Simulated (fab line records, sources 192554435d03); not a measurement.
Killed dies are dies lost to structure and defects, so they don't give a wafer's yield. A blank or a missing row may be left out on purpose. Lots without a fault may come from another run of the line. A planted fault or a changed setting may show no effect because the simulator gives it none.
Tool commonality check | flow n5_finfet | 10 lots, 27 wafers sampled

WHY IT WAS OPENED
At N5_WELL_APT_CD_MEAS_08 the reading cd_nm is flagged on 3 of 10 lots. Wafers without a fault read 199.9 nm, standard deviation 1.7.
Rule: a lot is flagged when every wafer of it that has a number lies more than 4 standard deviations from that mean, or none has a number. The other lots count as sound.

lot  | measured    | on        | cd_nm (nm), wafer by wafer | flag
L435 | day 1 13:53 | cd_sem-03 | 202.3 198.1 201.0          |
L439 | day 2 13:36 | cd_sem-03 | 201.9 202.6 202.1          |
L441 | day 3 01:41 | cd_sem-01 | 201.1 197.3 199.9          |
L442 | day 3 07:49 | cd_sem-03 | 199.9 200.4 202.8          |
L443 | day 3 13:59 | cd_sem-02 | 199.2 196.8 199.2          |
L445 | day 4 01:52 | cd_sem-01 | 202.9 199.9 201.0          |
L452 | day 5 19:34 | cd_sem-03 | 173.3 172.7                | FLAGGED
L453 | day 6 01:41 | cd_sem-02 | 175.4 175.8                | FLAGGED
L455 | day 6 13:54 | cd_sem-03 | 176.3 174.0                | FLAGGED
L457 | day 7 01:49 | cd_sem-03 | 199.9 198.4 199.9          |
The numbers of the flagged lots are 174.6 nm on average: -25.3 nm against the usual, or -15 standard deviations.

WHICH TOOL RAN EACH LOT
The record holds 1 process step before the reading, out of a route of 1938 steps. In each cell: the tool, then ch and the chambers that the sampled wafers went through, then the start.
lot  | flag    | N5_WELL_APT_EXPOSE_05
L435 |         | krf_scanner-01 ch 0, day 1 13:42
L439 |         | krf_scanner-02 ch 0, day 2 13:26
L441 |         | krf_scanner-01 ch 0, day 3 01:31
L442 |         | krf_scanner-02 ch 0, day 3 07:38
L443 |         | krf_scanner-01 ch 0, day 3 13:49
L445 |         | krf_scanner-02 ch 0, day 4 01:41
L452 | FLAGGED | krf_scanner-02 ch 0, day 5 19:23
L453 | FLAGGED | krf_scanner-02 ch 0, day 6 01:31
L455 | FLAGGED | krf_scanner-02 ch 0, day 6 13:44
L457 |         | krf_scanner-01 ch 0, day 7 01:39
What these steps do:
- N5_WELL_APT_EXPOSE_05: exposes mask NWELL, defocus 0 nm, target cd 200 nm.
- N5_WELL_APT_CD_MEAS_08: target cd 200 nm.

FLAGGED OVER TOTAL, TOOL BY TOOL (the gauges that took the reading come last)
step                   | tool           | lots run | flagged | share of the flagged lots | sound lots run after its first flagged lot
N5_WELL_APT_EXPOSE_05  | krf_scanner-01 | 4        | 0       | none                      | -
N5_WELL_APT_EXPOSE_05  | krf_scanner-02 | 6        | 3       | all                       | 0
N5_WELL_APT_CD_MEAS_08 | cd_sem-01      | 2        | 0       | none                      | -
N5_WELL_APT_CD_MEAS_08 | cd_sem-02      | 2        | 1       | some                      | 0
N5_WELL_APT_CD_MEAS_08 | cd_sem-03      | 6        | 2       | some                      | 1 (L457)

WHAT THE TABLE ALLOWS
1 row of the table ran every flagged lot: krf_scanner-02 at N5_WELL_APT_EXPOSE_05.
- krf_scanner-02 at N5_WELL_APT_EXPOSE_05: 3 of its 6 lots flagged. Its last sound lot is L445 (day 4 01:41), its first flagged lot L452 (day 5 19:23): a fault that began between those two fits.
One tool is left: krf_scanner-02 at N5_WELL_APT_EXPOSE_05.

WHAT THE SIMULATOR HAD PUT IN
Process parameter drift: krf_scanner-02, from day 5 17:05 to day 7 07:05, at N5_WELL_APT_EXPOSE_05. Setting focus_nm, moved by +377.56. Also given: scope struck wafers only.
Lots struck among those shown: L452, L453, L455. The rule above found the same.
